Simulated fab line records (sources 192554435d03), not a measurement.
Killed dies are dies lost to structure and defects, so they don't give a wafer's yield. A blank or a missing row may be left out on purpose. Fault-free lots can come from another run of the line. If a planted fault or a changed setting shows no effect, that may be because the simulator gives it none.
Matching of chambers :: flow n5-finfet :: 4 sister chambers for N5_BEOL_M3_ALD_98 on ald-sin-03
The step deposits SiO2, target thk 2.5 nm, pulse time 1 s, co reactant pulse time 1 s. 14 wafers are shown with their chamber, then 7 later ones without.

WAFERS WITH THEIR CHAMBER
wafer: L077.1
chamber: 0
heater-power-w (W): 88
heater-power-outer-w (W): 41.1
chamber-pressure-Torr (Torr): 2.002

wafer: L077.4
chamber: 1
heater-power-w (W): 76
heater-power-outer-w (W): 37.8
chamber-pressure-Torr (Torr): 2.000

wafer: L077.6
chamber: 2
heater-power-w (W): 70
heater-power-outer-w (W): 38.2
chamber-pressure-Torr (Torr): 2.000

wafer: L078.1
chamber: 1
heater-power-w (W): 78
heater-power-outer-w (W): 37.6
chamber-pressure-Torr (Torr): 2.011

wafer: L078.3
chamber: 3
heater-power-w (W): 71
heater-power-outer-w (W): 36.4
chamber-pressure-Torr (Torr): 1.999

wafer: L078.6
chamber: 1
heater-power-w (W): 77
heater-power-outer-w (W): 37.8
chamber-pressure-Torr (Torr): 2.010

wafer: L084.1
chamber: 2
heater-power-w (W): 70
heater-power-outer-w (W): 38.4
chamber-pressure-Torr (Torr): 2.001

wafer: L084.3
chamber: 3
heater-power-w (W): 72
heater-power-outer-w (W): 36.3
chamber-pressure-Torr (Torr): 1.998

wafer: L084.6
chamber: 3
heater-power-w (W): 70
heater-power-outer-w (W): 35.9
chamber-pressure-Torr (Torr): 2.005

wafer: L094.2
chamber: 2
heater-power-w (W): 69
heater-power-outer-w (W): 38.4
chamber-pressure-Torr (Torr): 1.997

wafer: L094.5
chamber: 2
heater-power-w (W): 71
heater-power-outer-w (W): 39.0
chamber-pressure-Torr (Torr): 1.997

wafer: L094.6
chamber: 3
heater-power-w (W): 69
heater-power-outer-w (W): 35.6
chamber-pressure-Torr (Torr): 2.003

wafer: L093.2
chamber: 0
heater-power-w (W): 88
heater-power-outer-w (W): 40.0
chamber-pressure-Torr (Torr): 2.000

wafer: L093.4
chamber: 2
heater-power-w (W): 69
heater-power-outer-w (W): 38.0
chamber-pressure-Torr (Torr): 2.000

SIGNATURES, as means of the wafers listed above
reading: heater-power-w
chamber 0: 88.00
chamber 1: 77.00
chamber 2: 69.80
chamber 3: 70.50
scatter within a chamber: 0.99

reading: heater-power-outer-w
chamber 0: 40.550
chamber 1: 37.733
chamber 2: 38.400
chamber 3: 36.050
scatter within a chamber: 0.4

reading: chamber-pressure-Torr
chamber 0: 2.00100
chamber 1: 2.00700
chamber 2: 1.99900
chamber 3: 2.00125
scatter within a chamber: 0.0035
Rule: distance of a wafer from a chamber = root of the sum over the readings of ((wafer's reading minus chamber's mean) / reading's scatter) squared. The wafer belongs to the nearest chamber; if the next one is less than 2 further off, it can't be placed. The scatter: the root of (the sum of the squares of (reading less its chamber's mean) over the shown wafers, divided by (wafers less chambers)).

WAFERS WHOSE CHAMBER IS MISSING
wafer: L093.6
heater-power-w (W): 87
heater-power-outer-w (W): 41.0
chamber-pressure-Torr (Torr): 1.998

wafer: L095.1
heater-power-w (W): 89
heater-power-outer-w (W): 41.4
chamber-pressure-Torr (Torr): 2.005

wafer: L095.3
heater-power-w (W): 77
heater-power-outer-w (W): 38.2
chamber-pressure-Torr (Torr): 1.999

wafer: L095.4
heater-power-w (W): 72
heater-power-outer-w (W): 35.3
chamber-pressure-Torr (Torr): 2.004

wafer: L096.1
heater-power-w (W): 79
heater-power-outer-w (W): 38.1
chamber-pressure-Torr (Torr): 1.995

wafer: L096.2
heater-power-w (W): 70
heater-power-outer-w (W): 36.1
chamber-pressure-Torr (Torr): 2.004

wafer: L096.3
heater-power-w (W): 89
heater-power-outer-w (W): 41.8
chamber-pressure-Torr (Torr): 1.992

THE CHAMBER EACH PASSED THROUGH
wafer: L093.6
from the rows above: 0
in truth: 0

wafer: L095.1
from the rows above: 0
in truth: 0

wafer: L095.3
from the rows above: 1
in truth: 1

wafer: L095.4
from the rows above: 3
in truth: 3

wafer: L096.1
from the rows above: 1
in truth: 1

wafer: L096.2
from the rows above: 3
in truth: 3

wafer: L096.3
from the rows above: 0
in truth: 0
Correct placement for 7 of the 7. Number that these rows cannot place: 0. 0 placed wrongly.
